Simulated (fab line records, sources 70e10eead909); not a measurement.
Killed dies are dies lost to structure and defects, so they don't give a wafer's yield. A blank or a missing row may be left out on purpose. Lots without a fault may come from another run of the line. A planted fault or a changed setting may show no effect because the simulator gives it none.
A struck lot beside a sound one | flow nand_harc | 15 steps out of a route of 1302
Sound: wafers L386.4, L386.5, L386.6. Struck: wafer L393.6. (L393.1, L393.4 of the same lot were not struck and are left out.) The cause comes at the end.
At each step with rows: each side's tool, then ch and its chambers, then its first start. Under that, the readings that differ: sound wafers | struck wafers | difference of the means | sigmas: that difference in standard deviations of wafers without a fault.
alike: readings whose means differ by less than 2 such deviations, and words and numbers that are the same on both sides. not compared: withheld readings, readings that some wafer has no value for, bounds like >300 that may hide the same value, and numbers for which the record gives no deviation and whose values overlap.
The two part at a step that has a row with sigmas, a row that says differs or no value, or rows on one side only. Numbers that don't overlap but have no deviation are shown without sigmas and don't part them. A reading that every wafer of one side lacks parts them only if that side has two wafers or more.

first, 1 step without rows for these wafers: NHARC_A_M0_DEVELOP_08 (develop time 35 s).
NHARC_A_M0_CD_MEAS_09: target cd 80 nm.
  sound on cd_sem-03 ch 0, day 23 07:16; struck on cd_sem-02 ch 0, day 25 07:42
  reading    | sound          | struck | difference | sigmas
  cd_nm (nm) | 80.8 80.5 80.1 | 79.3   | -1.2       | -2
NHARC_A_M0_OVL_MEAS_10: pitch 160 nm.
  sound on overlay-02, day 23 07:22; struck on overlay-02, day 25 07:47
  alike: overlay_x_nm, overlay_y_nm
NHARC_A_M0_INSPECT_11:
  sound on defect_inspect-01, day 23 07:23; struck on defect_inspect-01, day 25 07:49
  alike: raw_defect_count
NHARC_A_M0_DESCUM_14: chemistry O2, time 3 s.
  sound on rie_diel-10 ch 0,1, day 23 07:28; struck on rie_diel-12 ch 1, day 25 07:53
  reading      | sound          | struck | difference | sigmas
  rf_vpp_V (V) | 59.0 56.6 57.9 | 59.9   | +2.1       | +2
  alike: drypump_motor_current_A, oes_product_au, showerhead_plenum_p_Torr, throttle_valve_pct
  not compared: rf_hours_counter_h
NHARC_A_M0_ETCH_34: etches the open film in N2/H2, target depth 40 nm, overetch 12 nm, time 43.94 s.
  sound on rie_diel-10 ch 2,3, day 23 07:32; struck on rie_diel-12 ch 2, day 25 07:58
  reading                         | sound                | struck | difference | sigmas
  rf_vpp_V (V)                    | 435.5 433.0 433.2    | 428.8  | -5.1       | -2
  showerhead_plenum_p_Torr (Torr) | 2.15 2.15 2.15       | 1.97   | -0.18      | -2
  throttle_valve_pct (%)          | 14.184 14.184 14.165 | 14.159 | -0.019     | -2
  alike: drypump_motor_current_A, h2_flow_sccm, oes_product_au
  not compared: rf_hours_counter_h
NHARC_A_M0_ETCH_15: etches the open film in C4F8/Ar, target depth 150 nm, overetch 15 nm, time 82.5 s.
  sound on rie_diel-10 ch 0,3; struck on rie_diel-12 ch 0
  alike: oes_product_au, rf_vpp_V
  not compared: rf_hours_counter_h
NHARC_A_M0_CD_MEAS_16:
  sound on cd_sem-03, day 23 07:46; struck on cd_sem-01, day 25 08:11
  alike: cd_nm
NHARC_A_M0_STRIP_18: strips in N2/H2.
  sound on rie_diel-10 ch 1,2,3, day 23 07:54; struck on rie_diel-12 ch 2, day 25 08:17
  alike: drypump_motor_current_A, h2_flow_sccm, oes_product_au, rf_vpp_V, showerhead_plenum_p_Torr, throttle_valve_pct
  not compared: rf_hours_counter_h
then, 2 steps without rows for these wafers: NHARC_A_M0_STRIP_19 (strips in post etch residue remover, time 600 s); NHARC_A_M0_DEGAS_28 (time 60 s).
NHARC_A_M0_PRE_CLEAN_29: time 30 s.
  sound on pvd_sputter-03; struck on pvd_sputter-02
  alike: heater_power_w
NHARC_A_M0_PVD_20: deposits TaN, target thk 5 nm, time 8.06 s.
  sound on pvd_sputter-03, day 23 08:30; struck on pvd_sputter-02, day 25 08:55
  reading    | sound          | struck | difference | sigmas
  time_s (s) | 8.06 8.06 8.06 | 5.9663 | -2.0937    |
  alike: cathode_dc_power_W, throttle_valve_pct
then, 2 steps without rows for these wafers: NHARC_A_M0_PVD_21 (deposits Cu, target thk 30 nm, time 20.49 s); NHARC_END_SORT_01.

WHERE THEY PART
First at NHARC_A_M0_CD_MEAS_09; last, within this record, at NHARC_A_M0_ETCH_34. Later steps at which nothing parts them and some readings are alike: NHARC_A_M0_ETCH_15, NHARC_A_M0_CD_MEAS_16, NHARC_A_M0_STRIP_18, NHARC_A_M0_PRE_CLEAN_29, NHARC_A_M0_PVD_20.

WHY: what the simulator had put in
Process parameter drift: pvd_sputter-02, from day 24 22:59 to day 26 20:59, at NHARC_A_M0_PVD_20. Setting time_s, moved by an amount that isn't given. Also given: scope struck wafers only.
